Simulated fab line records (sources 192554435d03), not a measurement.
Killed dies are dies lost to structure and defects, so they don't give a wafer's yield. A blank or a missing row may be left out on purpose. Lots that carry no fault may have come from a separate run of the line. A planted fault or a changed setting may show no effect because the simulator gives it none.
fab line records	flow n5_finfet
record: lots: 11	wafers: 33	last_day: 18
route steps=1938 shown MIM_TOP@1838 PASSIVATION@1908
lots untouched by any fault: they come from a run of this same line in which no faults occurred
start_h: hours from the record's first day to the start of the lot's first wafer shown	wait_h: how many hours have passed since the lot's step before this one	" identical to the entry in the row above	L1.1+2: a single row standing in for several wafers	- either no value or no given start	* or withheld: withheld	< > ~ a bound
route shown NAME@n: a module of which the file shows steps, and the number in the route of the first	usual: mean and standard deviation over wafers with no fault	same: alike in all rows	chamber/n: place in a boat	sites: the reading at each site	_std_site: standard deviation of those values	_edge_site: outer sites' mean less inner sites'	radius_mm: how far each site lies from the wafer's centre	mask NAME#n: copy n	behind: the most recent tool/chamber to have shaped the wafer	hold: the reason the lot was held/the length of the hold in hours/how it ended	device: names the non-switching transistor (n, p or np)	end of line: the tests these same wafers got at the end of their route	where a step has no rows: the recipe by itself	killed: count of dies lost to structure and defects at first sort (not the wafer's yield)	map: per-die view of a wafer (x killed, . not killed, _ where there is no die)
set.NAME: the setting that was run; set.NAME@STEP: the one run at that earlier step	model.NAME: the simulator's own value behind a step, which no gauge read
route steps across a sampled set of lots; one table per step, one row per wafer
services: the hour from which a tool's chamber was out of use, counted from the record's first day as start_h (under 0 if before that day), plus the number of hours and why
== steps ==
step: N5_MIM_TOP_SPUTTER_03
recipe: material: TiN	target_thk_a: 350	temp_c: 200	power_w: 3000	chamber_pressure_pa: 0.49996	gas: Ar	reactive_partial_pa: 0.37997	time_s: 89.7
usual: cathode_dc_power_W: 3000.0/0.56	throttle_valve_pct: 30.1/1
lot.wafer	tool	chamber	start_h	wait_h	cathode_dc_power_W	throttle_valve_pct
L958.2	pvd_sputter-01	-	281.57	0.0	3000.3	31.2
L958.5	"	-	"	"	2999.7	29.6
L958.6	"	-	"	"	2999.9	30.4
L959.2	pvd_sputter-01	-	288.12	0.0	2999.2	31.0
L959.3	"	-	"	"	2999.0	30.0
L959.5	"	-	"	"	3000.2	29.7
L965.2	pvd_sputter-03	-	313.10	0.0	3000.2	30.0
L965.5	"	-	"	"	2999.4	30.7
L965.6	"	-	"	"	3000.2	31.6
L964.1	pvd_sputter-02	-	325.14	0.0	3000.3	29.3
L964.3	"	-	"	"	3000.8	31.8
L964.4	"	-	"	"	3000.3	28.0
L963.2	pvd_sputter-02	-	326.60	0.0	3000.5	28.1
L963.3	"	-	"	"	3000.1	29.4
L963.4	"	-	"	"	3000.8	28.1
L968.1	pvd_sputter-03	-	330.09	0.0	2999.2	32.0
L968.3	"	-	"	"	3000.3	29.8
L968.6	"	-	"	"	3000.0	29.7
L976.4	pvd_sputter-02	-	383.48	0.0	3000.2	29.9
L976.5	"	-	"	"	3000.8	31.7
L976.6	"	-	"	"	3000.2	29.6
L975.1	pvd_sputter-02	-	384.47	0.0	2999.8	31.5
L975.5	"	-	"	"	3000.6	29.4
L975.6	"	-	"	"	3001.0	27.9
L977.2	pvd_sputter-02	-	386.87	0.0	2999.8	29.2
L977.4	"	-	"	"	3000.2	31.8
L977.5	"	-	"	"	3000.4	28.0
L980.2	pvd_sputter-03	-	410.38	0.0	2999.6	30.8
L980.4	"	-	"	"	3000.0	29.2
L980.6	"	-	"	"	3000.3	30.5
L981.4	pvd_sputter-03	-	415.00	0.0	3000.2	30.7
L981.5	"	-	"	"	3000.6	29.9
L981.6	"	-	"	"	3000.0	29.1
step: N5_PASSIVATION_DESCUM_32
recipe: chemistry: O2	time_s: 7.9	source_power_w: 50	bias_power_w: 20	pressure_mtorr: 20	rf_frequency_hz: 2.712e+07	temp_c: 40	o2_flow_sccm: 225
usual: drypump_motor_current_A: 5.9/0.47	oes_product_au: 0.83/0.077	rf_vpp_V: 243.9/1.3	showerhead_plenum_p_Torr: 2.14/0.074	throttle_valve_pct: 20.3/0.3
lot.wafer	tool	chamber	start_h	wait_h	drypump_motor_current_A	oes_product_au	rf_hours_counter_h	rf_vpp_V	showerhead_plenum_p_Torr	throttle_valve_pct
L958.2	rie_diel-02	0	288.05	0.2	6.2	0.69	241	244.8	2.14	20.1
L958.5	"	1	"	"	6.5	0.86	-	244.0	2.20	20.0
L958.6	"	0	"	"	6.2	0.68	-	242.6	2.14	20.1
L959.2	rie_diel-02	3	294.31	0.0	5.9	0.87	69	244.9	2.23	20.6
L959.3	"	2	"	"	5.7	0.78	125	243.0	2.09	20.4
L959.5	"	2	"	"	5.6	0.77	-	244.5	2.09	20.4
L965.2	rie_diel-01	3	317.55	0.0	5.1	0.78	100	243.7	2.01	20.0
L965.5	"	1	"	"	6.1	0.77	-	244.0	2.19	20.6
L965.6	"	2	"	"	4.9	0.67	-	242.7	1.98	20.5
L964.1	rie_diel-05	0	332.12	0.1	5.7	0.89	44	244.3	2.14	20.6
L964.3	"	3	"	"	6.2	0.89	33	245.0	2.24	20.3
L964.4	"	2	"	"	5.6	0.68	243	244.1	2.15	20.8
L963.2	rie_diel-02	1	332.58	0.0	6.5	0.83	75	245.4	2.19	20.0
L963.3	"	2	"	"	5.7	0.76	-	243.2	2.09	20.4
L963.4	"	1	"	"	6.5	0.84	-	244.4	2.19	20.0
L968.1	rie_diel-05	3	335.62	0.0	6.2	0.88	34	246.7	2.24	20.3
L968.3	"	2	"	"	5.6	0.67	244	244.6	2.15	20.7
L968.6	"	2	"	"	5.5	0.68	-	244.7	2.15	20.7
L976.4	rie_diel-05	0	388.83	0.0	5.7	0.88	64	242.8	2.13	20.6
L976.5	"	0	"	"	5.6	0.88	-	244.8	2.13	20.6
L976.6	"	1	"	"	6.5	0.90	-	241.8	2.03	19.7
L975.1	rie_diel-01	1	392.96	0.0	6.2	0.74	177	242.7	2.18	20.6
L975.5	"	1	"	"	6.1	0.75	-	244.1	2.18	20.6
L975.6	"	3	"	"	5.1	0.76	-	240.9	2.00	20.1
L977.2	rie_diel-01	2	393.49	0.0	4.9	0.95	5	245.3	2.24	20.1
L977.4	"	1	"	"	6.2	0.75	-	244.6	2.18	20.6
L977.5	"	2	"	"	4.9	0.95	-	245.1	2.24	20.1
L980.2	rie_diel-05	1	419.63	1.3	6.5	0.89	28	243.2	2.03	19.7
L980.4	"	2	"	"	5.5	0.91	21	243.6	2.14	20.4
L980.6	"	2	"	"	5.6	0.91	-	244.9	2.14	20.4
L981.4	rie_diel-05	2	423.91	2.1	5.6	0.90	23	243.0	2.14	20.4
L981.5	"	2	"	"	5.5	0.91	-	243.5	2.14	20.4
L981.6	"	3	"	"	6.2	0.83	-	245.4	2.23	20.3
step: N5_PASSIVATION_PECVD_53
recipe: material: SiO2	target_thk_a: 8000	temp_c: 400	precursor: TEOS/O2	pressure_torr: 6.5	rf_w: withheld	teos_flow_sccm: withheld	gas: O2	flow_sccm: 2650	time_s: 169.4
lot.wafer	tool	chamber	start_h	wait_h
L958.2+5+6	pecvd-01	2	289.38	0.1
L959.2+3+5	pecvd-03	1,0,0	295.41	0.0
L965.2+5+6	pecvd-03	2,2,1	318.65	0.0
L964.1+3+4	pecvd-01	0,1,0	333.23	0.0
L963.2+3+4	pecvd-01	1,0,0	333.72	0.0
L968.1+3+6	pecvd-03	2,1,2	336.76	0.0
L976.4+5+6	pecvd-04	0,0,2	389.99	0.1
L975.1+5+6	pecvd-01	0,1,0	394.07	0.0
L977.2+4+5	pecvd-04	2	394.76	0.0
L980.2+4+6	pecvd-04	0,0,2	421.37	0.0
L981.4+5+6	pecvd-04	2,0,1	425.13	0.1
step: N5_PASSIVATION_OVL_MEAS_66
recipe: points_per_wafer: 44
usual: PASS_OPEN_OVL: 2/5.3
lot.wafer	tool	chamber	start_h	wait_h	PASS_OPEN_OVL[nm]
L958.2	overlay-02	0	290.47	0.0	-2
L958.5	"	0	"	"	5
L958.6	"	0	"	"	1
L959.2	overlay-02	0	295.99	0.0	9
L959.3	"	0	"	"	-1
L959.5	"	0	"	"	4
L965.2	overlay-01	0	319.23	0.0	2
L965.5	"	0	"	"	3
L965.6	"	0	"	"	3
L964.1	overlay-02	0	333.92	0.0	1
L964.3	"	0	"	"	1
L964.4	"	0	"	"	2
L963.2	overlay-01	0	334.30	0.0	-9
L963.3	"	0	"	"	-3
L963.4	"	0	"	"	4
L968.1	overlay-02	0	337.46	0.0	-8
L968.3	"	0	"	"	-8
L968.6	"	0	"	"	-2
L976.4	overlay-02	0	390.74	0.0	9
L976.5	"	0	"	"	-2
L976.6	"	0	"	"	-2
L975.1	overlay-02	0	394.64	0.0	-4
L975.5	"	0	"	"	-6
L975.6	"	0	"	"	-4
L977.2	overlay-01	0	395.57	0.0	0
L977.4	"	0	"	"	4
L977.5	"	0	"	"	5
L980.2	overlay-02	0	422.07	0.0	5
L980.4	"	0	"	"	4
L980.6	"	0	"	"	4
L981.4	overlay-01	0	425.77	0.0	8
L981.5	"	0	"	"	0
L981.6	"	0	"	"	6
step: N5_PASSIVATION_INSPECT_67
recipe: mode: adi	inspect_instrument: macro
usual: raw_defect_count: 2.0/1.5
lot.wafer	tool	chamber	start_h	wait_h	raw_defect_count
L958.2	defect_inspect-01	-	290.49	0.0	2
L958.5	"	-	"	"	0
L958.6	"	-	"	"	2
L959.2	defect_inspect-02	-	296.01	0.0	0
L959.3	"	-	"	"	1
L959.5	"	-	"	"	4
L965.2	defect_inspect-01	-	319.25	0.0	>300
L965.5	"	-	"	"	>300
L965.6	"	-	"	"	>300
L964.1	defect_inspect-01	-	333.95	0.0	1
L964.3	"	-	"	"	4
L964.4	"	-	"	"	2
L963.2	defect_inspect-01	-	334.32	0.0	0
L963.3	"	-	"	"	2
L963.4	"	-	"	"	0
L968.1	defect_inspect-01	-	337.48	0.0	>300
L968.3	"	-	"	"	>300
L968.6	"	-	"	"	>300
L976.4	defect_inspect-02	-	390.77	0.0	3
L976.5	"	-	"	"	0
L976.6	"	-	"	"	4
L975.1	defect_inspect-02	-	394.67	0.0	1
L975.5	"	-	"	"	4
L975.6	"	-	"	"	2
L977.2	defect_inspect-01	-	395.60	0.0	1
L977.4	"	-	"	"	4
L977.5	"	-	"	"	2
L980.2	defect_inspect-01	-	422.10	0.0	2
L980.4	"	-	"	"	2
L980.6	"	-	"	"	6
L981.4	defect_inspect-02	-	425.80	0.0	2
L981.5	"	-	"	"	1
L981.6	"	-	"	"	0
step: N5_PASSIVATION_PROBE_49
usual: defect_limited_yield: 91.2/1.5	killed_at_M0_to_M3: 33/9.6	killed_at_M4_up: 14/5.6	killed_at_contacts: 14/5.5	killed_at_front_end: 40/13	killed_at_other: 4/3	killed_dies: 104/17	killed_on_rim: 14/4.3	killed_open: 68/13	killed_short: 33/7.2	sort_bin_4_leakage: 0.00/0.014	sort_bin_5_function: 5.2/0.95	sort_bin_6_memory: 3.3/0.62	sort_n_pass: 1076/17	sort_yield_pct: 91.2/1.5
same: gross_dies: 1180	killed_at_back_side: 0	sort_bin_8_speed[%]: 0
lot.wafer	tool	chamber	start_h	wait_h	defect_limited_yield[%]	killed_at_M0_to_M3	killed_at_M4_up	killed_at_contacts	killed_at_front_end	killed_at_other	killed_dies	killed_on_rim	killed_open	killed_short	sort_bin_4_leakage[%]	sort_bin_5_function[%]	sort_bin_6_memory[%]	sort_n_pass	sort_yield_pct[%]
L959.2	prober-02	-	299.19	0.1	93.0	24	10	20	23	6	83	9	58	20	0	4.0	2.8	1097	93.0
L959.3	prober-02	-	299.24	0.1	93.3	27	17	10	23	2	79	10	55	21	0	4.3	1.9	1101	93.3
L959.5	prober-02	-	299.34	0.2	93.0	29	8	15	29	2	83	14	54	29	0	4.3	2.4	1097	93.0
L965.2	prober-01	-	322.54	0.1	83.0	44	13	17	37	90	201	33	78	34	0	10.3	3.6	979	83.0
L965.5	prober-01	-	322.69	0.2	85.0	46	9	8	24	90	177	26	55	32	0	8.2	3.7	1003	85.0
L965.6	prober-01	-	322.74	0.3	83.5	31	17	9	31	107	195	29	66	26	0.17	9.7	3.7	983	83.3
L968.1	prober-02	-	341.92	0.0	84.3	19	4	20	52	90	185	34	67	27	0	7.8	4.5	995	84.3
L968.3	prober-02	-	342.02	0.1	82.5	26	12	17	56	96	207	35	77	31	0	10.2	4.2	973	82.5
L968.6	prober-02	-	342.17	0.3	83.4	30	12	15	43	96	196	34	63	29	0	10.3	3.6	984	83.4
L976.4	prober-01	-	393.99	0.2	90.1	38	16	13	50	0	117	18	68	46	0	6.3	3.3	1063	90.1
L976.5	prober-01	-	394.04	0.2	89.2	63	12	12	37	3	127	11	86	40	0	6.3	4.1	1053	89.2
L976.6	prober-01	-	394.09	0.3	91.0	37	7	21	41	0	106	9	63	37	0	5.6	2.7	1074	91.0
L977.2	prober-01	-	400.12	0.1	90.1	39	17	15	44	2	117	14	79	36	0	6.0	3.8	1063	90.1
L977.4	prober-01	-	400.22	0.2	92.3	29	7	10	42	3	91	17	59	31	0	4.5	2.9	1089	92.3
L977.5	prober-01	-	400.27	0.2	89.3	48	12	9	55	2	126	17	78	45	0	6.3	4.1	1054	89.3
L980.2	prober-01	-	427.08	0.1	92.8	21	22	9	30	3	85	9	61	22	0	4.1	2.9	1095	92.8
L980.4	prober-01	-	427.18	0.2	89.6	30	10	10	73	0	123	18	85	31	0	6.2	3.7	1057	89.6
L980.6	prober-01	-	427.28	0.3	88.8	30	8	17	72	5	132	16	84	43	0	6.8	3.6	1048	88.8
killed by level:class
L959.2 MOL_CONTACT_COAG:geometric_particle:open=13 BEOL_M3:geometric_particle:open=10 STI_FIN_REVEAL:geometric_particle:open=7 MOL_CONTACT_COAG:geometric_particle:short=5 BEOL_M0_SAQP:geometric_particle:open=4 BEOL_M4:geometric_particle:open=3 SPACER0:geometric_particle:open=3 GATE_CUT:geometric_particle:short=3
L959.3 BEOL_M0_SAQP:geometric_particle:open=8 BEOL_M3:geometric_particle:open=7 MOL_CONTACT_COAG:geometric_particle:open=7 BEOL_M4:geometric_particle:open=6 BEOL_M1:geometric_particle:open=4 STI_FIN_REVEAL:geometric_particle:open=3 DUMMY_GATE:geometric_particle:short=3 SDB:geometric_particle:short=3
L959.5 MOL_CONTACT_COAG:geometric_particle:open=12 BEOL_M0_SAQP:geometric_particle:open=9 DUMMY_GATE:geometric_particle:open=8 BEOL_M2:geometric_particle:open=6 BEOL_M0_SAQP:geometric_particle:short=6 BEOL_M8:geometric_particle:open=4 FIN_SAQP:geometric_particle:open=3 DUMMY_GATE:geometric_particle:short=3
L965.2 PASSIVATION:unspecified=89 STI_FIN_REVEAL:geometric_particle:open=13 BEOL_M0_SAQP:geometric_particle:short=10 BEOL_M0_SAQP:geometric_particle:open=10 BEOL_M2:geometric_particle:open=10 MOL_CONTACT_COAG:geometric_particle:open=9 BEOL_M3:geometric_particle:open=9 MOL_CONTACT_COAG:geometric_particle:short=8
L965.5 PASSIVATION:unspecified=90 BEOL_M0_SAQP:geometric_particle:short=13 BEOL_M2:geometric_particle:open=10 BEOL_M0_SAQP:geometric_particle:open=9 STI_FIN_REVEAL:geometric_particle:open=6 MOL_CONTACT_COAG:geometric_particle:open=6 BEOL_M3:geometric_particle:open=5 STARTING-WAFER:geometric_particle:open=5
L965.6 PASSIVATION:unspecified=102 STI_FIN_REVEAL:geometric_particle:open=13 BEOL_M3:geometric_particle:open=10 MOL_CONTACT_COAG:geometric_particle:open=7 BEOL_M4:geometric_particle:open=7 STARTING-WAFER:geometric_particle:open=5 FIN_SAQP:geometric_particle:short=4 BEOL_M0_SAQP:geometric_particle:short=4
L968.1 PASSIVATION:unspecified=88 MOL_CONTACT_COAG:geometric_particle:open=17 STI_FIN_REVEAL:geometric_particle:open=14 FIN_SAQP:geometric_particle:open=6 FIN_SAQP:geometric_particle:short=6 DUMMY_GATE:geometric_particle:open=6 GATE_CUT:geometric_particle:short=6 BEOL_M1:geometric_particle:open=6
L968.3 PASSIVATION:unspecified=91 FIN_SAQP:geometric_particle:open=16 MOL_CONTACT_COAG:geometric_particle:open=13 BEOL_M1:geometric_particle:open=9 DUMMY_GATE:geometric_particle:open=7 STI_FIN_REVEAL:geometric_particle:open=6 DUMMY_GATE:geometric_particle:short=5 BEOL_M0_SAQP:geometric_particle:short=5
L968.6 PASSIVATION:unspecified=95 FIN_SAQP:geometric_particle:open=13 MOL_CONTACT_COAG:geometric_particle:open=11 BEOL_M0_SAQP:geometric_particle:open=10 BEOL_M1:geometric_particle:open=7 BEOL_M0_SAQP:geometric_particle:short=6 FIN_SAQP:geometric_particle:short=4 BEOL_M1:geometric_particle:short=4
L976.4 BEOL_M0_SAQP:geometric_particle:short=12 STI_FIN_REVEAL:geometric_particle:open=11 MOL_CONTACT_COAG:geometric_particle:open=11 FIN_SAQP:geometric_particle:short=8 BEOL_M4:geometric_particle:open=8 BEOL_M2:geometric_particle:open=6 GATE_CUT:geometric_particle:short=5 GATE_CUT:geometric_particle:open=5
L976.5 BEOL_M0_SAQP:geometric_particle:open=22 BEOL_M0_SAQP:geometric_particle:short=17 BEOL_M2:geometric_particle:open=13 MOL_CONTACT_COAG:geometric_particle:open=10 FIN_SAQP:geometric_particle:short=8 BEOL_M4:geometric_particle:open=7 STI_FIN_REVEAL:geometric_particle:open=6 DUMMY_GATE:geometric_particle:open=6
L976.6 MOL_CONTACT_COAG:geometric_particle:open=17 BEOL_M0_SAQP:geometric_particle:short=12 BEOL_M0_SAQP:geometric_particle:open=9 BEOL_M2:geometric_particle:open=6 STI_FIN_REVEAL:geometric_particle:open=6 GATE_CUT:geometric_particle:short=6 DUMMY_GATE:geometric_particle:open=5 HKMG_FIN:area_etch=5
L977.2 FIN_SAQP:geometric_particle:open=12 MOL_CONTACT_COAG:geometric_particle:open=12 BEOL_M0_SAQP:geometric_particle:open=9 BEOL_M3:geometric_particle:open=9 BEOL_M0_SAQP:geometric_particle:short=8 BEOL_M4:geometric_particle:open=8 FIN_SAQP:geometric_particle:short=7 STI_FIN_REVEAL:geometric_particle:open=6
L977.4 FIN_SAQP:geometric_particle:open=13 MOL_CONTACT_COAG:geometric_particle:open=8 BEOL_M3:geometric_particle:open=8 FIN_SAQP:geometric_particle:short=7 STI_FIN_REVEAL:geometric_particle:open=7 BEOL_M0_SAQP:geometric_particle:open=6 BEOL_M0_SAQP:geometric_particle:short=4 STARTING-WAFER:geometric_particle:short=4
L977.5 BEOL_M0_SAQP:geometric_particle:open=16 FIN_SAQP:geometric_particle:short=15 BEOL_M0_SAQP:geometric_particle:short=12 STI_FIN_REVEAL:geometric_particle:open=9 DUMMY_GATE:geometric_particle:open=9 BEOL_M2:geometric_particle:open=8 FIN_SAQP:geometric_particle:open=7 MOL_CONTACT_COAG:geometric_particle:open=7
L980.2 FIN_SAQP:geometric_particle:open=9 BEOL_M5:geometric_particle:open=8 MOL_CONTACT_COAG:geometric_particle:open=7 BEOL_M4:geometric_particle:open=7 BEOL_M0_SAQP:geometric_particle:open=6 BEOL_M3:geometric_particle:open=6 FIN_SAQP:geometric_particle:short=5 GATE_CUT:geometric_particle:short=4
L980.4 FIN_SAQP:geometric_particle:open=36 FIN_SAQP:geometric_particle:short=15 BEOL_M2:geometric_particle:open=12 MOL_CONTACT_COAG:geometric_particle:open=7 BEOL_M0_SAQP:geometric_particle:open=6 BEOL_M4:geometric_particle:open=6 BEOL_M3:geometric_particle:open=5 HKMG_FIN:area_etch=4
L980.6 FIN_SAQP:geometric_particle:open=29 FIN_SAQP:geometric_particle:short=18 MOL_CONTACT_COAG:geometric_particle:open=14 STI_FIN_REVEAL:geometric_particle:open=9 BEOL_M3:geometric_particle:open=7 BEOL_M0_SAQP:geometric_particle:open=6 STI_FIN_REVEAL:geometric_particle:short=3 GATE_CUT:geometric_particle:short=3
== services ==
tool	chamber	start_h	hours	kind
pecvd-04	-	272.95	0.7	repair
pecvd-01	1	289.14	3.5	repair
rie_diel-05	1	297.02	-	clean
rie_diel-05	1	297.02	-	consumable_replace:focus_ring
rie_diel-05	1	297.02	22.1	scheduled_down
rie_diel-05	1	297.02	22.1	vent_cycle
pvd_sputter-02	-	305.59	2.2	repair
rie_diel-02	2	306.72	4.8	repair
pecvd-01	-	310.82	0.3	repair
rie_diel-02	3	317.48	4.5	repair
pvd_sputter-01	-	326.95	3.2	repair
rie_diel-02	3	329.20	11.3	repair
pecvd-04	0	331.85	8.1	repair
rie_diel-02	2	332.84	7.0	repair
rie_diel-01	3	344.13	12.7	repair
pecvd-04	-	348.15	0.5	repair
rie_diel-05	2	350.55	-	clean
pvd_sputter-02	-	360.36	9.0	repair
pvd_sputter-02	-	373.64	2.1	repair
rie_diel-02	0	379.82	4.5	repair
rie_diel-05	1	389.81	22.9	repair
pecvd-01	-	394.72	0.5	repair
pecvd-01	0	396.63	2.0	repair
rie_diel-02	-	408.69	14.6	pm
== key ==
first_sign: step: N5_PASSIVATION_INSPECT_67	reading: raw_defect_count	direction: up	sigmas: 99+	usual: 2.0	struck: >300
effect: step: N5_PASSIVATION_PROBE_49	reading: killed_at_other	direction: up	sigmas: 30	usual: 4	struck: 95
more_kills_born_at: N5_PASSIVATION_PECVD_53@pecvd-03: 555
met_at N5_PASSIVATION_PECVD_53
struck_lots L965,L968
not_acting_at N5_MIM_TOP_SPUTTER_03,N5_PASSIVATION_DESCUM_32,N5_PASSIVATION_OVL_MEAS_66
onset_between 295.41 318.65
fault: kind: chamber_particle_source	tool: pecvd-03	chamber: -	onset_h: 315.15	steps: N5_PASSIVATION_PECVD_53	rate_per_visit_cm2: 1.8567	end_h: 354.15
